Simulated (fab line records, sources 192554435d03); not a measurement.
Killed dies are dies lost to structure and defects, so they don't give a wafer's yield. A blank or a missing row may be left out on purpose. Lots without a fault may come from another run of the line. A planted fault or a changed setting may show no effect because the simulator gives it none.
Chamber matching | flow n5_finfet | N5_BEOL_M8_PECVD_70 on pecvd-04: 3 sister chambers
The step deposits SiO2 from TEOS/O2, target thk 20 nm, time 22.7 s. 16 wafers are shown with their chamber, then 8 later ones without.

WAFERS WITH THEIR CHAMBER
wafer  | chamber | showerhead_vpp_V (V) | showerhead_plenum_p_Torr (Torr) | throttle_valve_pct (%)
L079.3 | 0       | 1291                 | 8.71                            | 22.6
L079.4 | 1       | 1348                 | 8.85                            | 21.6
L079.5 | 0       | 1276                 | 8.70                            | 22.7
L078.1 | 1       | 1334                 | 8.88                            | 22.0
L078.2 | 0       | 1312                 | 8.70                            | 22.5
L078.3 | 2       | 1460                 | 8.79                            | 21.3
L083.1 | 0       | 1290                 | 8.70                            | 22.5
L083.5 | 0       | 1300                 | 8.74                            | 22.6
L083.6 | 1       | 1333                 | 8.86                            | 21.9
L085.3 | 1       | 1347                 | 8.88                            | 22.1
L085.4 | 0       | 1297                 | 8.70                            | 22.7
L085.5 | 1       | 1360                 | 8.87                            | 21.8
L088.3 | 2       | 1451                 | 8.81                            | 21.5
L088.4 | 2       | 1422                 | 8.78                            | 21.4
L088.5 | 1       | 1327                 | 8.90                            | 22.0
L090.1 | 0       | 1288                 | 8.71                            | 22.7

SIGNATURES (means of the wafers above)
reading                  | chamber 0 | chamber 1 | chamber 2 | scatter within a chamber
showerhead_vpp_V         | 1293.43   | 1341.50   | 1444.33   | 13.3
showerhead_plenum_p_Torr | 8.7086    | 8.8733    | 8.7933    | 0.0159
throttle_valve_pct       | 22.614    | 21.900    | 21.400    | 0.133
Rule: a wafer's distance from a chamber is the root of the sum, over the readings, of the square of ((its reading less the chamber's mean) divided by the reading's scatter). The wafer belongs to the nearest chamber; if the next one is less than 2 further off, it can't be placed. The scatter: the root of (the sum of the squares of (reading less its chamber's mean) over the shown wafers, divided by (wafers less chambers)).

WAFERS WITHOUT THEIR CHAMBER
wafer  | showerhead_vpp_V (V) | showerhead_plenum_p_Torr (Torr) | throttle_valve_pct (%)
L090.4 | 1302                 | 8.72                            | 22.4
L090.5 | 1332                 | 8.88                            | 21.8
L095.1 | 1463                 | 8.78                            | 21.8
L095.4 | 1342                 | 8.89                            | 21.8
L095.6 | 1313                 | 8.71                            | 22.8
L097.1 | 1301                 | 8.71                            | 22.8
L097.2 | 1318                 | 8.89                            | 22.0
L097.5 | 1291                 | 8.70                            | 22.7

WHICH CHAMBER EACH WENT THROUGH
wafer  | from the rows above | in truth
L090.4 | 0                   | 0
L090.5 | 1                   | 1
L095.1 | 2                   | 2
L095.4 | 1                   | 1
L095.6 | 0                   | 0
L097.1 | 0                   | 0
L097.2 | 1                   | 1
L097.5 | 0                   | 0
Placed correctly: 8 of 8. Can't be placed from these rows: 0. Placed wrongly: 0.
